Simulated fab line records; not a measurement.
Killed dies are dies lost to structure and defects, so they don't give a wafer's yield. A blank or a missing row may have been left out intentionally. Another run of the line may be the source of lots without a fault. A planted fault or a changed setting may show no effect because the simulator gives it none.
Comparing a struck lot with a sound one || flow n5-finfet || 35 steps out of a route of 1938
Sound: wafers L768.1, L768.3, L768.4. Struck: wafers L783.2, L783.3, L783.4. The cause is named last.
At each step with rows: each side's tool, then ch and its chambers, then its first start. Under that, the readings that differ: sound wafers || struck wafers || difference of the means || sigmas: that difference in standard deviations of wafers without a fault.
alike: a reading whose means differ by less than 2 such deviations, as well as words and numbers matching on both sides. not compared: withheld readings; readings where some wafer has no value; bounds like >300 that might hide an equal value; numbers whose values overlap and for which the record gives no deviation.
The two part at a step that has a row with sigmas, a row that says differs or no value, or rows on one side only. Numbers that don't overlap but have no deviation are shown without sigmas and don't part them. Lack of a reading on every wafer of one side parts them only where that side has two or more wafers.

first, 7 steps without rows for these wafers: N5_BEOL_M4_CMP_52 (polishes, stops on SiOC, t overpolish 6.8 s, target thk 40 nm); N5_BEOL_M4_PRE_CLEAN_60 (time 15 s); N5_BEOL_M4_CO_CAP_55 (material Co, precursor CCTBA/H2, target thk 2 nm, time 102.1 s); N5_BEOL_M4_PRE_CLEAN_56 (time 15 s); N5_BEOL_M4_DEP_57 (deposits SiCN from 3MS/NH3, target thk 8 nm, time 14 s); N5_BEOL_M5_ILD_DEP_00 (deposits SiCOH lowk from DEMS/porogen, target thk 140.64 nm, time 25.9 s); N5_BEOL_M5_CURE_79 (cures SiCOH lowk, time 240 s).
N5_BEOL_M5_PECVD_70: deposits SiO2 from TEOS/O2, target thk 16 nm, time 18 s.
  sound on pecvd-04 ch 0,2, day 9 12:37; struck on pecvd-04 ch 0,2, day 12 21:20
{"reading": "susceptor-temp-C (C)", "sound": "400.12 400.02 399.66", "struck": "392.41 392.53 392.06", "difference": -7.60, "sigmas": -38}
{"reading": "model.SiO2_of_BEOL_M5_PECVD_70.thk-nm (nm)", "sound": "16 16.2 16.2", "struck": "16.8 17.2 17.2", "difference": "+0.9", "sigmas": ""}
  alike: heater-power-w, showerhead-plenum-p-Torr, throttle-valve-pct
then, 25 steps without rows for these wafers: N5_BEOL_M5_HM_DEP_02 (deposits TiN, target thk 20 nm); N5_BEOL_M5_COAT_59 (time 60 s, resist thk 60 nm); N5_BEOL_M5_COAT_60 (time 60 s, resist thk 12 nm); N5_BEOL_M5_COAT_71 (time 60 s, resist thk 5 nm); N5_BEOL_M5_COAT_05 (resist thk 30 nm); N5_BEOL_M5_EBR_07; N5_BEOL_M5_SOFTBAKE_06 (time 60 s); N5_BEOL_M5_EXPOSE_08 (exposes mask M5, target cd 28 nm); N5_BEOL_M5_PEB_09 (peb time 60 s); N5_BEOL_M5_DEVELOP_10 (develop time 30 s); N5_BEOL_M5_DESCUM_16 (chemistry O2, time 7 s); N5_BEOL_M5_ETCH_72 (etches underlayer in N2/H2, target depth 6.5 nm, time 5.2 s); N5_BEOL_M5_ETCH_61 (etches SiARC in CF4, target depth 15.6 nm, time 26 s); N5_BEOL_M5_ETCH_62 (etches SOC in N2/H2, target depth 75 nm, overetch 15 nm, time 112.5 s); N5_BEOL_M5_STRIP_63 (strips in N2/H2); N5_BEOL_M5_STRIP_73 (strips in N2/H2); N5_BEOL_M5_STRIP_64 (strips in CF4); N5_BEOL_M5_HM_OPEN_17 (chemistry Cl2/BCl3, target TiN, target depth 20 nm, overetch 6 nm); N5_BEOL_M5_STRIP_19 (strips in O2); N5_BEOL_M5_COAT_65 (time 60 s, resist thk 60 nm); N5_BEOL_M5_COAT_66 (time 60 s, resist thk 12 nm); N5_BEOL_M5_COAT_74 (time 60 s, resist thk 5 nm); N5_BEOL_M5_COAT_22 (resist thk 30 nm); N5_BEOL_M5_EBR_24; N5_BEOL_M5_SOFTBAKE_23 (time 60 s).
N5_BEOL_M5_HM_STRIP_39: strips TiN in peroxide tin strip, target depth 25 nm, time 158 s.
  sound on wet-bench-04 ch 0,4,5, day 9 15:58; struck on wet-bench-01 ch 0,3,4, day 13 04:25
{"reading": "model.SiO2_of_BEOL_M5_PECVD_70.thk-nm (nm)", "sound": "15.8 16 16", "struck": "16.8 17 17", "difference": "+1.0", "sigmas": ""}
  alike: bath-heat-duty-pct, temp-c
-- here the record skips 5 days between the struck wafers' starts before and after, leaving off in module BEOL_M5 and picking up in module PASSIVATION (first step shown: number 1936 of the route) --
N5_PASSIVATION_PROBE_49:
  record: rows for the struck wafers here (prober-02, day 18 10:11), none for the sound ones

## WHERE THEY PART
Earliest at N5_BEOL_M5_PECVD_70; latest, in this record, at N5_PASSIVATION_PROBE_49.

WHY: what had been put in by the simulator
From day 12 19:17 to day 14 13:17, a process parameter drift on pecvd-04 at N5_BEOL_M5_PECVD_70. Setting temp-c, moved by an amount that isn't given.
